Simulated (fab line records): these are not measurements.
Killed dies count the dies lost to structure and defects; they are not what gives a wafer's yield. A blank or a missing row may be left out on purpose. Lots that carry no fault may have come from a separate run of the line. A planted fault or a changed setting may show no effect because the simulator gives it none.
Split-lot experiment ; flow n5Finfet ; 39 wafers read from 7 lots, route of 1938 steps

THE SPLIT ITSELF
At N5_DUMMY_GATE_ETCH_37 (etches SOC in N2/H2, target depth 60 nm, overetch 30 nm), the setting sourceW was moved away from the recipe's 840 W on 18 of the 39 wafers read, by -17.6% to +18.2%. This setting was run at the recipe's value on the other wafers.

Reading taken at the split's own step.

THE READING
rfVppV, in V, at N5_DUMMY_GATE_ETCH_37 (etches SOC in N2/H2, target depth 60 nm, overetch 30 nm). Typical for fault-free wafers on this fab line: 524.5 V, with standard deviation 1.9 V.

wafer;tool, chamber at the split;sourceW as run, W;against the recipe;rfVppV, V;against lot-mates on the recipe
L075.1;rieDiel-06, 0;840;recipe;525.0;-
L075.2;rieDiel-06, 2;840;recipe;525.9;-
L075.3;rieDiel-06, 3;992.7;+18.2%;498.1;-27.2
L075.4;rieDiel-06, 1;992.7;+18.2%;494.4;-30.9
L075.5;rieDiel-06, 0;992.7;+18.2%;496.9;-28.4
L075.6;rieDiel-06, 3;840;recipe;525.1;-
L082.1;rieDiel-06, 2;840;recipe;525.0;-
L082.2;rieDiel-06, 1;746.6;-11.1%;543.6;+18.1
L082.3;rieDiel-06, 0;840;recipe;526.1;-
L082.4;rieDiel-06, 3;746.6;-11.1%;547.3;+21.8
L082.5;rieDiel-06, 0;746.6;-11.1%;546.9;+21.4
L082.6;rieDiel-06, 3;840;recipe;525.5;-
L083.1;rieDiel-04, 3;840;recipe;523.6;-
L083.2;rieDiel-04, 1;840;recipe;526.2;-
L083.6;rieDiel-04, 1;840;recipe;526.8;-
L085.1;rieDiel-06, 0;840;recipe;526.3;-
L085.2;rieDiel-06, 3;712.1;-15.2%;555.7;+29.5
L085.3;rieDiel-06, 1;712.1;-15.2%;550.7;+24.5
L085.4;rieDiel-06, 2;840;recipe;526.9;-
L085.5;rieDiel-06, 2;840;recipe;525.4;-
L085.6;rieDiel-06, 1;712.1;-15.2%;552.7;+26.5
L087.1;rieDiel-06, 0;840;recipe;527.3;-
L087.2;rieDiel-06, 2;695.2;-17.2%;558.7;+32.5
L087.3;rieDiel-06, 3;695.2;-17.2%;559.7;+33.5
L087.4;rieDiel-06, 0;840;recipe;525.7;-
L087.5;rieDiel-06, 2;695.2;-17.2%;560.0;+33.8
L087.6;rieDiel-06, 3;840;recipe;525.7;-
L093.1;rieDiel-04, 0;840;recipe;523.6;-
L093.2;rieDiel-04, 2;734;-12.6%;545.6;+21.9
L093.3;rieDiel-04, 1;734;-12.6%;549.5;+25.8
L093.4;rieDiel-04, 3;840;recipe;524.3;-
L093.5;rieDiel-04, 3;734;-12.6%;549.0;+25.3
L093.6;rieDiel-04, 0;840;recipe;523.3;-
L096.1;rieDiel-06, 2;840;recipe;523.9;-
L096.2;rieDiel-06, 1;692.5;-17.6%;558.6;+32.8
L096.3;rieDiel-06, 0;840;recipe;526.3;-
L096.4;rieDiel-06, 3;692.5;-17.6%;560.0;+34.2
L096.5;rieDiel-06, 0;840;recipe;527.3;-
L096.6;rieDiel-06, 1;692.5;-17.6%;556.0;+30.2

THE FIT
A straight line over all 39 wafers: rfVppV changes by -1.78 V for each +1% of sourceW; r = -0.99; the points scatter about the line by 1.9 V.
The same after taking each lot's own level away (the mean of its wafers on the recipe; 39 wafers): -1.77 V for each +1%; r = -1.00; scatter 1.7 V.
That fit puts the effect of the largest move of sourceW on the reading at 32 V.
From 523.73 to 526.23 V: that is the span of the lots' own levels, equal to 1.3 times the standard deviation above.
Hence the lot-to-lot level has little effect on the slope; both slopes agree.
Check: -32.2 V against its lot-mates is what the line predicts for one of the wafers moved furthest among these (+18.2%) when that wafer is left out of the fit. Against them it came out at -27.2 V.
Tool readings at the split's step, against how far the setting was moved: rfVppV r = -0.99.

FURTHER SPLITS ON THESE WAFERS
These wafers also went through other splits before the reading. Each is held against what the fit with the lots' levels taken away leaves over:
other split on the same wafers;wafers away from the commonest value;r with rfVppV (lot level and that fit taken away)
N5_WELL_APT_IMPLANT_32 energyKev;18;-0.08

THE WHOLE CHAIN: every reading that the file lists as answering this split, in the file's order
step;what it does;reading;change (the file's fit);r (the file's)
N5_DUMMY_GATE_ETCH_37;etches SOC in N2/H2, target depth 60 nm, overetch 30 nm;rfVppV;-1.8 V for each +1% of the setting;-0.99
N5_DUMMY_GATE_ETCH_37;etches SOC in N2/H2, target depth 60 nm, overetch 30 nm;SiARC_of_DUMMY_GATE_COAT_35.thkNm (the simulator's own value, which no gauge read);-0.0287 nm for each +1% of the setting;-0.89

THE FILE'S OWN FIT
rfVppV changes by -1.8 V for each +1% of sourceW, r = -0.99.
